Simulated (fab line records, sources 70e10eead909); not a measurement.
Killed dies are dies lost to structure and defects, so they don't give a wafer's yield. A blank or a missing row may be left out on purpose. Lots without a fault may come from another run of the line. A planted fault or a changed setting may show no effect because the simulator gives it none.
fab line records | flow nand_harc
record lots=24 wafers=72 last_day=24
route steps=1159 shown P_ZERO_WELL@19 P_GATE@145 P_CONTACT@249 P_M0@268
lots that met no fault: from a run of the same line without faults
start_h: hours from the record's first day to the start of the lot's first wafer shown | wait_h: hours since the lot's step before | " the same as in the row above | L1.1+2: a row that stands for several wafers | - no value, or no start given | * or withheld: withheld | < > ~ a bound
route shown NAME@n: a module of which the file shows steps, and the number in the route of the first | usual: mean/standard deviation of fault-free wafers | same: alike in all rows | chamber/n: place in a boat | sites: the reading at each site | _std_site: their standard deviation | _edge_site: outer sites' mean less inner sites' | radius_mm: how far each site lies from the wafer's centre | mask NAME#n: copy n | behind: the tool/chamber that last shaped the wafer | hold: why the lot was held/for how many hours/how that ended | device: the transistor (n, p or np) that didn't switch | end of line: the same wafers' tests at the end of the route | a step without rows: its recipe alone | killed: dies lost to structure and defects at the first sort, not the wafer's yield | map: a wafer's dies, x killed, . not, _ none there
set.NAME: the setting as run; set.NAME@STEP: as run at that earlier step | model.NAME: the simulator's own value behind a step, which no gauge read
steps of the route over a sample of lots; a table a step, a row a wafer
services: from which hour (start_h, from the record's first day; less than 0 if before it) a tool's chamber was out of use, for how many hours, and why
## steps
# step NHARC_P_ZERO_WELL_ETCH_63
# recipe target_depth_a=1200 time_s=40.1 hbr_flow_sccm=150 cl2_flow_sccm=50 rf_w=400 icp_w=400 bias_w=100 chemistry=HBr/Cl2
# usual drypump_motor_current_A=5.6/0.39 he_backside_leak_sccm=2.75/0.28 oes_product_au=0.998/0.013 throttle_valve_pct=26.407/0.0088
# columns lot.wafer tool chamber start_h wait_h drypump_motor_current_A he_backside_leak_sccm oes_product_au rf_hours_counter_h throttle_valve_pct
L074.1 rie_si-03 1 13.66 - 6.1 2.76 1.032 0.3 26.396
L074.3 " 3 " " 6.0 2.85 1.015 0.3 26.421
L074.4 " 0 " " 5.8 2.40 1.029 0.2 26.399
L075.1 rie_si-05 2 19.57 - 5.8 2.73 0.997 0.9 26.418
L075.3 " 0 " " 5.8 2.89 0.984 0.8 26.403
L075.6 " 3 " " 6.2 3.22 0.981 - 26.399
L076.2 rie_si-05 0 25.66 - 5.7 2.98 0.988 0.8 26.416
L076.5 " 3 " " 6.2 2.92 0.992 - 26.411
L076.6 " 0 " " 5.7 2.87 0.982 - 26.401
L077.3 rie_si-05 2 31.66 - 5.8 2.85 0.998 1.0 26.409
L077.4 " 3 " " 6.2 3.05 0.980 1.0 26.406
L077.2 " 0 " " 5.7 2.86 0.986 0.9 26.410
L078.4 rie_si-03 2 37.55 - 5.2 2.84 1.004 0.6 26.408
L078.3 " 0 " " 5.8 2.79 1.022 0.4 26.413
L078.6 " 1 " " 6.1 2.41 1.002 - 26.412
L079.3 rie_si-02 3 43.71 - 5.6 2.47 0.980 0.0 26.405
L079.4 " 0 " " 5.2 2.90 0.998 0.0 26.405
L079.5 " 2 " " 5.2 2.91 0.997 - 26.403
L080.2 rie_si-02 2 49.69 - 5.2 3.05 1.000 0.1 26.406
L080.5 " 3 " " 5.6 2.70 0.990 - 26.415
L080.6 " 0 " " 5.2 2.64 1.001 - 26.414
L081.2 rie_si-03 0 55.65 - 5.8 2.44 1.031 0.5 26.417
L081.4 " 1 " " 6.1 2.63 1.013 0.7 26.405
L081.3 " 3 " " 6.1 2.75 0.998 0.7 26.411
L082.4 rie_si-02 2 62.27 - 5.2 3.01 1.002 0.2 26.411
L082.1 " 0 " " 5.2 2.64 0.992 0.1 26.413
L082.6 " 2 " " 5.2 2.91 1.004 - 26.397
L083.2 rie_si-02 1 67.65 - 5.4 2.52 0.981 0.2 26.414
L083.4 " 2 " " 5.2 2.79 0.991 0.2 26.392
L083.6 " 0 " " 5.2 2.74 0.989 - 26.386
L084.2 rie_si-05 1 73.56 - 5.0 2.35 0.990 0.0 26.417
L084.3 " 2 " " 5.8 2.66 0.980 0.0 26.406
L084.1 " 3 " " 6.2 3.24 1.000 0.0 26.420
L085.3 rie_si-05 0 79.78 - 5.7 2.93 1.017 0.1 26.412
L085.6 " 0 " " 5.7 2.96 1.012 - 26.414
L085.5 " 1 " " 5.0 2.37 1.008 - 26.416
L086.1 rie_si-05 1 85.53 - 5.0 2.41 1.002 0.1 26.386
L086.3 " 2 " " 5.8 2.61 1.005 0.1 26.399
L086.4 " 3 " " 6.2 2.97 1.007 0.1 26.393
L087.3 rie_si-02 3 91.53 - 5.6 2.71 0.982 0.4 26.403
L087.1 " 1 " " 5.3 2.54 0.982 0.5 26.392
L087.5 " 3 " " 5.6 2.73 0.967 - 26.395
L088.2 rie_si-05 2 97.78 - 5.8 2.64 1.004 0.1 26.423
L088.3 " 3 " " 6.1 2.85 1.002 0.2 26.402
L088.1 " 0 " " 5.7 2.97 1.008 0.2 26.412
L089.4 rie_si-05 2 103.55 - 5.8 2.75 0.997 0.2 26.399
L089.1 " 0 " " 5.7 2.96 0.991 0.2 26.401
L089.5 " 2 " " 5.8 2.75 1.002 - 26.416
L090.4 rie_si-05 0 109.67 - 5.7 2.94 1.015 0.3 26.387
L090.1 " 1 " " 5.0 2.43 0.993 0.3 26.402
L090.5 " 0 " " 5.7 2.94 1.014 - 26.415
L091.1 rie_si-05 2 115.69 - 5.8 4.14 1.001 0.3 26.407
L091.3 " 0 " " 5.7 2.85 1.017 0.3 26.404
L091.6 " 1 " " 5.0 2.43 1.005 - 26.431
L092.3 rie_si-05 2 121.53 - 5.8 2.47 0.994 0.3 26.399
L092.1 " 3 " " 6.2 2.86 0.996 0.3 26.411
L092.6 " 2 " " 5.8 2.47 1.002 - 26.396
L093.1 rie_si-02 0 127.58 - 5.2 2.73 1.007 0.8 26.396
L093.3 " 2 " " 5.2 2.91 0.998 0.8 26.414
L093.6 " 0 " " 5.2 2.79 1.000 - 26.417
L094.4 rie_si-02 1 133.54 - 5.3 2.45 0.993 0.8 26.405
L094.2 " 2 " " 5.2 2.88 1.016 0.9 26.414
L094.1 " 3 " " 5.6 2.59 0.984 1.0 26.397
L095.1 rie_si-02 2 139.65 - 5.2 2.96 0.998 1.0 26.416
L095.4 " 0 " " 5.2 2.71 1.006 1.0 26.414
L095.5 " 2 " " 5.2 2.88 1.006 - 26.408
L096.2 rie_si-02 0 145.71 - 5.2 2.58 1.017 1.1 26.404
L096.1 " 1 " " 5.3 2.46 1.016 1.0 26.424
L096.6 " 0 " " 5.2 2.71 1.022 - 26.409
L097.3 rie_si-05 0 151.72 - 5.7 3.04 1.008 0.7 26.414
L097.2 " 1 " " 5.0 2.46 0.985 0.7 26.398
L097.6 " 0 " " 5.7 2.93 1.000 - 26.401
# step NHARC_P_GATE_ETCH_104
# recipe target_depth_a=600 time_s=withheld cf4_flow_sccm=100 chf3_flow_sccm=30 ar_flow_sccm=0 rf_w=500 bias_w=200 chemistry=CF4/CHF3
# usual drypump_motor_current_A=5.8/0.38 oes_product_au=0.945/0.021 rf_vpp_V=370.6/2.7 showerhead_plenum_p_Torr=1.57/0.077 throttle_valve_pct=16.800/0.0088
# columns lot.wafer tool chamber start_h wait_h drypump_motor_current_A oes_product_au rf_vpp_V showerhead_plenum_p_Torr throttle_valve_pct
L076.2 rie_diel-12 1 95.29 0.1 5.4 0.943 368.9 1.52 16.807
L076.5 " 2 " " 6.0 0.936 373.9 1.69 16.803
L076.6 " 3 " " 5.9 0.965 374.9 1.64 16.800
L075.1 rie_diel-12 0 96.41 0.1 6.1 0.935 367.4 1.48 16.794
L075.3 " 1 " " 5.4 0.915 368.4 1.52 16.809
L075.6 " 3 " " 5.9 0.948 371.6 1.64 16.800
L074.1 rie_diel-02 0 97.45 1.7 5.4 0.931 373.0 1.65 16.804
L074.4 " 2 " " 6.4 0.988 368.1 1.47 16.786
L074.3 " 3 " " 6.7 0.917 374.6 1.67 16.799
L077.3 rie_diel-12 0 108.44 0.1 6.1 0.938 367.0 1.48 16.793
L077.2 " 1 " " 5.4 0.918 368.4 1.52 16.786
L077.4 " 3 " " 5.9 0.952 372.2 1.63 16.798
L078.4 rie_diel-03 0 108.66 0.1 5.8 0.945 370.4 1.60 16.803
L078.3 " 1 " " 5.2 0.916 369.4 1.53 16.807
L078.6 " 0 " " 5.7 0.947 371.0 1.60 16.796
L079.3 rie_diel-03 3 115.91 0.1 5.2 0.951 368.8 1.53 16.789
L079.4 " 1 " " 5.3 0.978 370.0 1.53 16.789
L079.5 " 0 " " 5.7 1.001 371.6 1.60 16.806
L080.2 rie_diel-12 3 127.36 0.1 5.9 0.995 371.9 1.63 16.809
L080.6 " 1 " " 5.4 0.962 368.4 1.52 16.799
L080.5 " 2 " " 6.0 0.951 374.1 1.69 16.803
L081.2 rie_diel-03 1 132.12 0.1 5.2 0.946 368.4 1.53 16.790
L081.3 " 2 " " 5.8 0.978 371.7 1.64 16.812
L081.4 " 0 " " 5.7 0.978 372.1 1.60 16.789
L083.4 rie_diel-12 2 142.31 0.1 6.0 0.982 375.0 1.69 16.793
L083.2 " 0 " " 6.1 0.962 368.2 1.48 16.805
L083.6 " 1 " " 5.4 0.978 368.0 1.52 16.809
L082.4 rie_diel-03 3 142.64 0.1 5.2 0.959 369.2 1.52 16.806
L082.1 " 0 " " 5.7 0.958 371.8 1.60 16.807
L082.6 " 2 " " 5.8 0.980 373.8 1.64 16.820
L084.2 rie_diel-12 3 154.97 0.1 6.0 0.945 372.5 1.63 16.799
L084.3 " 0 " " 6.1 0.936 367.6 1.47 16.785
L084.1 " 1 " " 5.4 0.937 369.7 1.52 16.793
L086.1 rie_diel-12 3 166.96 0.2 6.0 0.949 372.0 1.63 16.788
L086.3 " 1 " " 5.4 0.926 368.8 1.52 16.796
L086.4 " 2 " " 5.9 0.922 374.9 1.68 16.803
L085.3 rie_diel-03 1 166.97 0.1 5.2 0.939 369.0 1.53 16.818
L085.6 " 1 " " 5.2 0.938 369.1 1.53 16.791
L085.5 " 2 " " 5.7 0.954 373.4 1.63 16.816
L087.3 rie_diel-12 0 167.15 0.1 6.0 0.932 367.7 1.47 16.802
L087.1 " 1 " " 5.4 0.926 368.8 1.52 16.809
L087.5 " 3 " " 5.9 0.935 372.9 1.63 16.821
L088.1 rie_diel-12 0 186.02 0.2 6.1 0.920 366.8 1.47 16.801
L088.2 " 1 " " 5.4 0.912 368.4 1.52 16.808
L088.3 " 2 " " 5.9 0.911 373.5 1.68 16.807
L089.4 rie_diel-03 3 186.38 0.1 5.2 0.948 368.1 1.52 16.790
L089.1 " 1 " " 5.3 0.935 370.8 1.52 16.815
L089.5 " 2 " " 5.7 0.952 372.9 1.63 16.813
L090.4 rie_diel-02 2 186.73 0.1 6.4 0.915 367.5 1.47 16.793
L090.1 " 3 " " 6.7 0.919 370.9 1.66 16.824
L090.5 " 2 " " 6.5 0.920 366.1 1.47 16.805
L091.3 rie_diel-12 2 187.27 0.5 6.0 0.932 372.3 1.68 16.798
L091.1 " 1 " " 5.4 0.933 368.1 1.52 16.803
L091.6 " 3 " " 5.9 0.956 371.0 1.63 16.801
L093.3 rie_diel-12 2 198.71 0.1 6.0 0.925 374.0 1.68 16.796
L093.1 " 0 " " 6.1 0.917 368.3 1.47 16.790
L093.6 " 3 " " 5.9 0.946 370.8 1.63 16.796
L092.3 rie_diel-03 2 199.39 0.2 5.8 0.939 372.5 1.63 16.808
L092.1 " 0 " " 5.7 0.946 372.4 1.59 16.815
L092.6 " 3 " " 5.2 0.944 370.1 1.52 16.810
L094.1 rie_diel-02 3 207.18 0.1 6.7 0.950 373.5 1.66 16.808
L094.2 " 0 " " 5.4 0.933 373.7 1.64 16.803
L094.4 " 1 " " 5.4 0.927 367.0 1.48 16.802
L095.4 rie_diel-02 2 214.95 0.1 6.4 0.956 366.0 1.46 16.796
L095.1 " 0 " " 5.4 0.965 372.7 1.64 16.798
L095.5 " 2 " " 6.4 0.964 366.2 1.46 16.803
L097.3 rie_diel-12 2 221.40 0.1 6.0 0.952 374.6 1.68 16.799
L097.2 " 0 " " 6.1 0.945 367.8 1.47 16.809
L097.6 " 2 " " 6.0 0.948 374.3 1.68 16.796
L096.1 rie_diel-12 2 221.42 0.1 6.0 0.942 373.4 1.68 16.796
L096.2 " 3 " " 5.9 0.955 370.9 1.63 16.791
L096.6 " 2 " " 6.0 0.940 372.7 1.68 16.802
# step NHARC_P_GATE_STRIP_112
# recipe power_w=1500 temp_c=110 time_s=200 chemistry=N2/H2
# usual drypump_motor_current_A=5.7/0.56 heater_power_w=91/6.2 rf_refl_power_W=22/4.5
# columns lot.wafer tool chamber start_h wait_h drypump_motor_current_A heater_power_w rf_hours_counter_h rf_refl_power_W
L076.2 plasma_asher-01 1 110.33 0.2 6.2 92 1 20
L076.5 " 1 " " 6.2 94 - 20
L076.6 " 0 " " 5.1 85 - 27
L075.1 plasma_asher-01 1 111.23 0.2 6.2 94 1 20
L075.3 " 1 " " 6.2 94 - 20
L075.6 " 1 " " 6.2 96 - 20
L074.1 plasma_asher-01 1 112.05 0.2 6.2 93 2 20
L074.4 " 1 " " 6.2 94 - 20
L074.3 " 0 " " 5.2 81 - 26
L077.2 plasma_asher-02 1 122.38 0.2 5.1 93 38 22
L077.4 " 1 " " 5.1 93 - 23
L077.3 " 0 " " 6.4 99 - 14
L078.4 plasma_asher-02 0 122.84 0.2 6.4 100 - 14
L078.3 " 1 " " 5.2 91 - 22
L078.6 " 1 " " 5.2 92 - 23
L079.3 plasma_asher-01 0 130.12 0.2 5.2 80 - 27
L079.4 " 1 " " 6.2 93 - 20
L079.5 " 1 " " 6.2 94 - 20
L080.2 plasma_asher-01 0 141.39 0.2 5.2 85 13 27
L080.5 " 1 " " 6.2 95 - 20
L080.6 " 0 " " 5.2 83 - 28
L081.2 plasma_asher-02 0 146.16 0.2 6.4 101 47 14
L081.3 " 1 " " 5.1 94 - 23
L081.4 " 0 " " 6.4 101 - 13
L083.2 plasma_asher-01 1 156.84 0.5 6.2 95 16 20
L083.4 " 1 " " 6.2 94 - 19
L083.6 " 1 " " 6.2 95 - 20
L082.1 plasma_asher-02 1 157.09 0.3 5.1 93 50 21
L082.4 " 0 " " 6.4 101 - 15
L082.6 " 1 " " 5.1 92 - 23
L084.2 plasma_asher-02 0 169.25 0.2 6.3 102 54 14
L084.1 " 1 " " 5.1 93 54 23
L084.3 " 1 " " 5.1 92 - 24
L086.1 plasma_asher-01 1 181.28 0.2 6.2 94 24 20
L086.3 " 1 " " 6.2 97 - 20
L086.4 " 0 " " 5.1 84 - 27
L087.1 plasma_asher-01 0 181.66 0.2 5.1 82 24 27
L087.3 " 1 " " 6.2 94 - 20
L087.5 " 1 " " 6.2 95 - 19
L085.3 plasma_asher-01 1 184.64 1.5 6.2 92 - 20
L085.5 " 1 " " 6.2 92 - 20
L085.6 " 0 " " 5.1 82 - 27
L089.1 plasma_asher-01 0 200.93 0.2 5.1 82 32 27
L089.4 " 1 " " 6.2 96 - 20
L089.5 " 0 " " 5.1 81 - 28
L090.1 plasma_asher-01 0 203.84 0.2 5.2 85 33 26
L090.4 " 0 " " 5.1 84 - 27
L090.5 " 1 " " 6.2 93 - 21
L088.2 plasma_asher-01 0 207.43 0.2 5.1 84 35 28
L088.1 " 1 " " 6.2 93 35 20
L088.3 " 0 " " 5.2 87 - 27
L091.1 plasma_asher-01 0 208.80 0.2 5.2 82 35 27
L091.3 " 0 " " 5.2 82 - 27
L091.6 " 0 " " 5.2 83 - 27
L092.1 plasma_asher-02 1 213.57 0.2 5.1 96 8 23
L092.3 " 1 " " 5.2 94 - 23
L092.6 " 0 " " 6.4 96 - 14
L093.1 plasma_asher-01 1 215.15 0.2 6.2 95 38 20
L093.3 " 1 " " 6.2 92 - 19
L093.6 " 0 " " 5.1 85 - 27
L094.2 plasma_asher-01 1 221.38 0.2 6.2 94 39 20
L094.1 " 0 " " 5.2 83 39 27
L094.4 " 0 " " 5.2 81 - 28
L095.1 plasma_asher-01 1 228.94 0.4 6.2 92 42 21
L095.4 " 0 " " 5.2 81 - 27
L095.5 " 0 " " 5.2 84 - 27
L096.1 plasma_asher-01 1 235.46 0.2 6.2 94 44 20
L096.2 " 0 " " 5.2 84 44 27
L096.6 " 1 " " 6.2 93 - 20
L097.2 plasma_asher-02 0 237.51 0.2 6.4 95 16 14
L097.3 " 1 " " 5.1 93 - 23
L097.6 " 0 " " 6.4 98 - 15
# step NHARC_P_CONTACT_CMP_24
# recipe t_overpolish_s=30 target_thk_nm=200
# usual motor_current_A=12.1/1.1 overpolish_run_s=30.000/0.01 time_to_endpoint_s=41.0/2.8
# columns lot.wafer tool chamber start_h wait_h motor_current_A overpolish_run_s time_to_endpoint_s
L076.2 cmp-04 0 125.04 0.6 12.0 30.020 41.4
L076.6 " 2 " " 10.0 30.013 42.3
L076.5 " 3 " " 12.9 30.005 49.3
L075.1 cmp-02 2 125.66 0.6 11.5 29.992 43.7
L075.3 " 0 " " 11.4 29.994 35.4
L075.6 " 2 " " 10.5 30.001 41.7
L074.4 cmp-04 1 126.20 0.3 13.0 29.990 37.7
L074.1 " 3 " " 12.9 30.003 44.2
L074.3 " 0 " " 12.1 29.997 39.9
L077.3 cmp-03 0 135.43 0.3 11.0 29.992 37.8
L077.2 " 1 " " 12.9 30.010 40.3
L077.4 " 3 " " 13.5 30.005 39.0
L078.3 cmp-02 2 135.98 0.3 11.4 30.005 42.2
L078.4 " 1 " " 13.9 30.005 39.2
L078.6 " 2 " " 11.3 30.013 44.0
L079.3 cmp-02 1 142.65 0.3 12.0 29.989 39.7
L079.4 " 0 " " 11.7 29.989 36.3
L079.5 " 2 " " 11.7 29.989 43.6
L080.2 cmp-04 2 150.23 0.6 9.9 30.003 42.4
L080.5 " 1 " " 13.1 29.991 42.4
L080.6 " 2 " " 10.5 29.993 44.8
L081.2 cmp-03 2 160.59 0.6 12.1 30.016 40.8
L081.3 " 3 " " 12.8 30.001 43.6
L081.4 " 1 " " 12.4 30.015 40.5
L083.2 cmp-02 2 170.29 0.5 11.9 29.992 45.0
L083.4 " 0 " " 12.1 30.004 35.6
L083.6 " 3 " " 12.1 30.001 41.2
L082.4 cmp-03 3 170.84 0.3 13.1 30.004 39.9
L082.1 " 2 " " 12.6 30.006 43.3
L082.6 " 0 " " 11.1 29.981 39.6
L084.3 cmp-03 2 178.74 0.4 12.3 29.989 39.1
L084.2 " 0 " " 10.9 29.989 36.3
L084.1 " 1 " " 12.5 29.987 39.5
L086.1 cmp-03 3 190.93 0.5 12.9 29.988 38.1
L086.3 " 0 " " 11.4 29.992 36.6
L086.4 " 1 " " 12.7 29.996 39.3
L087.1 cmp-04 1 191.12 0.6 13.1 29.989 38.2
L087.3 " 2 " " 9.8 29.999 43.5
L087.5 " 1 " " 12.9 30.018 38.9
L085.3 cmp-02 3 193.70 0.3 11.2 30.002 40.3
L085.6 " 1 " " 13.3 29.999 40.3
L085.5 " 2 " " 11.0 29.986 40.1
L089.1 cmp-04 2 212.29 0.5 10.6 30.000 44.9
L089.4 " 0 " " 12.0 30.003 45.0
L089.5 " 1 " " 13.7 30.004 41.6
L090.1 cmp-03 2 215.63 0.6 12.0 30.007 36.1
L090.4 " 3 " " 13.4 29.994 37.1
L090.5 " 2 " " 12.4 29.980 39.1
L088.3 cmp-03 3 216.90 0.4 13.6 29.980 43.3
L088.1 " 0 " " 12.3 30.002 41.8
L088.2 " 2 " " 11.7 30.004 42.1
L091.1 cmp-04 0 217.72 0.6 11.5 30.015 41.6
L091.3 " 3 " " 13.5 29.999 44.4
L091.6 " 0 " " 12.1 30.009 45.1
L092.3 cmp-02 1 226.28 0.3 12.6 30.015 39.0
L092.1 " 2 " " 11.7 29.985 43.7
L092.6 " 1 " " 13.9 29.996 41.1
L093.1 cmp-04 2 226.88 0.6 10.1 29.998 42.5
L093.3 " 3 " " 13.3 29.996 46.0
L093.6 " 1 " " 13.6 30.018 39.8
L094.2 cmp-03 3 230.08 0.6 13.0 30.005 43.5
L094.1 " 1 " " 12.7 29.999 40.1
L094.4 " 2 " " 12.4 29.991 41.7
L095.1 cmp-04 0 237.57 0.5 12.4 30.001 42.4
L095.4 " 3 " " 13.2 29.994 42.7
L095.5 " 1 " " 12.7 29.997 41.5
L096.2 cmp-04 2 244.07 0.6 10.1 30.025 44.5
L096.1 " 0 " " 12.9 30.014 43.0
L096.6 " 3 " " 13.1 29.983 45.9
L097.3 cmp-04 3 246.24 0.3 13.1 30.005 43.6
L097.2 " 0 " " 12.1 30.018 42.1
L097.6 " 2 " " 10.3 30.017 40.2
# step NHARC_P_M0_ETCH_15
# recipe target_depth_a=1500 overetch_a=150 time_s=82.5 c4f8_flow_sccm=withheld ar_flow_sccm=400 rf_w=600 bias_w=300 chemistry=C4F8/Ar
# usual oes_product_au=0.956/0.021 rf_vpp_V=441.4/2.3
# columns lot.wafer tool chamber start_h wait_h oes_product_au rf_hours_counter_h rf_vpp_V
L076.2 rie_diel-06 2 - - 0.954 3 438.3
L076.6 " 2 " " 0.962 - 438.4
L076.5 " 3 " " 0.970 - 442.9
L075.3 rie_diel-13 3 - - 0.955 1 442.5
L075.1 " 2 " " 0.978 1 442.5
L075.6 " 3 " " 0.957 - 441.7
L074.4 rie_diel-06 3 - - 0.974 4 442.8
L074.3 " 1 " " 0.995 3 439.8
L074.1 " 2 " " 0.960 4 438.5
L077.4 rie_diel-13 2 - - 0.975 2 440.1
L077.2 " 3 " " 0.967 1 442.6
L077.3 " 0 " " 0.943 2 441.3
L078.3 rie_diel-13 3 - - 0.966 1 441.1
L078.4 " 0 " " 0.944 2 441.6
L078.6 " 3 " " 0.975 - 441.8
L079.4 rie_diel-13 2 - - 0.957 2 441.3
L079.3 " 3 " " 0.974 2 442.4
L079.5 " 3 " " 0.961 - 442.7
L080.2 rie_diel-06 1 - - 0.963 5 440.3
L080.6 " 2 " " 0.943 - 439.7
L080.5 " 3 " " 0.959 - 441.3
L081.2 rie_diel-01 2 - - 0.963 1 435.9
L081.3 " 0 " " 0.989 1 438.5
L081.4 " 1 " " 0.952 1 442.8
L083.4 rie_diel-01 3 - - 0.930 2 444.9
L083.2 " 0 " " 0.946 2 438.8
L083.6 " 2 " " 0.920 - 436.7
L082.4 rie_diel-06 2 - - 0.931 7 439.9
L082.1 " 3 " " 0.945 7 442.1
L082.6 " 0 " " 0.942 - 445.1
L084.1 rie_diel-06 3 - - 0.970 7 441.6
L084.3 " 0 " " 0.978 6 443.9
L084.2 " 1 " " 0.981 6 439.7
L086.1 rie_diel-06 1 - - 0.980 7 438.4
L086.4 " 2 " " 0.945 7 440.2
L086.3 " 3 " " 0.991 8 443.6
L087.3 rie_diel-13 3 - - 0.988 6 441.6
L087.1 " 1 " " 0.972 7 443.9
L087.5 " 3 " " 0.983 - 442.9
L085.3 rie_diel-13 0 - - 0.942 7 439.6
L085.6 " 1 " " 0.960 - 443.1
L085.5 " 2 " " 0.969 - 440.6
L089.4 rie_diel-06 3 - - 0.996 10 442.1
L089.1 " 0 " " 0.957 9 444.0
L089.5 " 3 " " 0.987 - 444.1
L090.1 rie_diel-06 1 - - 0.973 9 440.5
L090.4 " 2 " " 0.943 10 440.0
L090.5 " 0 " " 0.973 - 445.4
L088.3 rie_diel-06 2 - - 0.958 10 440.4
L088.1 " 3 " " 0.976 10 443.8
L088.2 " 0 " " 0.953 10 442.7
L091.3 rie_diel-13 1 - - 0.929 9 444.2
L091.1 " 3 " " 0.928 7 442.3
L091.6 " 2 " " 0.939 - 439.8
L092.3 rie_diel-06 3 - - 0.973 11 442.0
L092.1 " 0 " " 0.976 11 444.4
L092.6 " 2 " " 0.959 - 440.6
L093.1 rie_diel-01 1 - - 0.968 6 444.9
L093.3 " 2 " " 0.980 5 436.5
L093.6 " 0 " " 0.985 - 438.5
L094.1 rie_diel-13 3 - - 0.932 8 441.7
L094.4 " 1 " " 0.934 10 444.1
L094.2 " 2 " " 0.925 10 440.6
L095.1 rie_diel-06 2 - - 0.943 11 439.1
L095.4 " 0 " " 0.967 12 444.0
L095.5 " 1 " " 0.978 - 440.3
L096.2 rie_diel-13 1 - - 0.918 11 443.4
L096.1 " 3 " " 0.932 9 441.1
L096.6 " 0 " " 0.905 - 440.8
L097.2 rie_diel-01 1 - - 0.918 8 444.5
L097.3 " 3 " " 0.910 7 444.3
L097.6 " 2 " " 0.927 - 436.6
# step NHARC_P_M0_CMP_23
# recipe t_overpolish_s=20 target_thk_nm=117.53
# usual motor_current_A=12.1/0.85 time_to_endpoint_s=27.9/2.8
# columns lot.wafer tool chamber start_h wait_h motor_current_A time_to_endpoint_s
L076.2 cmp-01 3 128.57 - 13.3 28.3
L076.5 " 0 " " 11.5 26.5
L076.6 " 1 " " 10.5 30.0
L075.1 cmp-03 3 129.17 - 13.0 27.3
L075.3 " 2 " " 12.1 28.5
L075.6 " 3 " " 13.4 25.2
L074.4 cmp-01 1 129.72 - 10.6 26.5
L074.3 " 2 " " 11.7 22.2
L074.1 " 0 " " 12.5 23.2
L077.4 cmp-03 3 138.92 - 12.9 27.5
L077.3 " 1 " " 12.7 28.6
L077.2 " 2 " " 12.5 26.4
L078.3 cmp-01 2 139.48 - 12.3 27.3
L078.4 " 1 " " 10.8 32.2
L078.6 " 2 " " 12.3 28.9
L079.3 cmp-01 2 146.81 - 12.5 28.6
L079.4 " 3 " " 12.8 25.5
L079.5 " 1 " " 11.1 29.1
L080.2 cmp-02 2 153.80 - 11.2 33.3
L080.6 " 3 " " 12.1 31.5
L080.5 " 0 " " 11.9 26.6
L081.4 cmp-01 2 164.08 - 11.9 28.4
L081.3 " 0 " " 12.4 25.6
L081.2 " 1 " " 11.5 28.6
L083.4 cmp-02 3 173.84 - 11.4 30.9
L083.2 " 0 " " 11.8 26.3
L083.6 " 1 " " 14.0 31.7
L082.4 cmp-02 3 174.43 - 11.3 30.5
L082.1 " 0 " " 11.3 26.4
L082.6 " 2 " " 12.3 31.7
L084.3 cmp-02 0 182.99 - 11.4 25.5
L084.2 " 1 " " 13.1 28.4
L084.1 " 2 " " 11.1 32.7
L086.3 cmp-02 1 194.43 - 13.5 26.2
L086.1 " 2 " " 10.3 30.8
L086.4 " 3 " " 11.0 31.2
L087.3 cmp-03 1 194.71 - 13.1 28.6
L087.1 " 0 " " 11.9 27.0
L087.5 " 1 " " 13.7 28.2
L085.3 cmp-02 0 197.25 - 11.9 27.6
L085.6 " 0 " " 11.8 26.3
L085.5 " 1 " " 14.3 32.4
L089.1 cmp-02 3 215.78 - 11.6 29.9
L089.4 " 0 " " 11.9 22.6
L089.5 " 2 " " 11.6 29.7
L090.1 cmp-01 0 219.24 - 11.9 24.3
L090.4 " 3 " " 12.9 28.0
L090.5 " 1 " " 10.6 28.6
L088.3 cmp-01 3 220.71 - 12.8 27.1
L088.2 " 0 " " 12.3 26.5
L088.1 " 1 " " 11.1 26.7
L091.3 cmp-03 1 221.24 - 12.5 28.9
L091.1 " 2 " " 12.1 29.8
L091.6 " 0 " " 11.3 29.9
L092.3 cmp-01 2 230.25 - 12.6 24.2
L092.1 " 0 " " 12.1 22.7
L092.6 " 2 " " 12.9 23.9
L093.3 cmp-03 3 230.38 - 12.7 25.6
L093.1 " 2 " " 11.8 27.4
L093.6 " 0 " " 11.4 24.7
L094.1 cmp-02 2 233.72 - 10.9 32.6
L094.4 " 0 " " 11.2 26.5
L094.2 " 1 " " 13.3 29.9
L095.1 cmp-03 3 241.08 - 13.6 28.0
L095.4 " 0 " " 11.2 22.2
L095.5 " 3 " " 13.7 25.7
L096.2 cmp-01 3 247.61 - 12.8 23.3
L096.1 " 1 " " 10.5 26.5
L096.6 " 2 " " 12.1 20.9
L097.3 cmp-02 0 249.72 - 11.8 26.4
L097.2 " 2 " " 11.4 30.3
L097.6 " 3 " " 11.3 29.9
## services
# columns tool chamber start_h hours kind
cmp-04 - 7.00 4.0 pm
rie_diel-06 - 22.05 0.1 repair
rie_diel-12 - 25.40 9.0 pm
cmp-02 - 30.61 4.0 pm
rie_si-05 1 32.22 6.6 repair
cmp-04 - 48.00 1.2 repair
cmp-03 - 58.22 4.0 pm
rie_si-05 - 62.00 9.0 pm
rie_diel-06 - 64.20 9.0 pm
rie_diel-06 0 77.79 3.2 repair
cmp-03 - 89.60 1.9 repair
rie_diel-12 - 94.36 0.2 repair
plasma_asher-01 - 99.00 9.0 pm
rie_diel-12 - 102.47 0.4 repair
cmp-02 - 128.61 4.0 pm
cmp-03 - 156.22 4.0 pm
cmp-02 - 185.38 1.0 repair
plasma_asher-01 - 194.09 2.6 repair
rie_diel-12 - 202.40 9.0 pm
cmp-02 - 208.15 2.0 repair
cmp-02 - 226.72 4.0 pm
cmp-03 - 233.60 3.9 repair
rie_si-05 - 239.00 9.0 pm
rie_diel-06 - 241.20 9.0 pm
## key
fault none
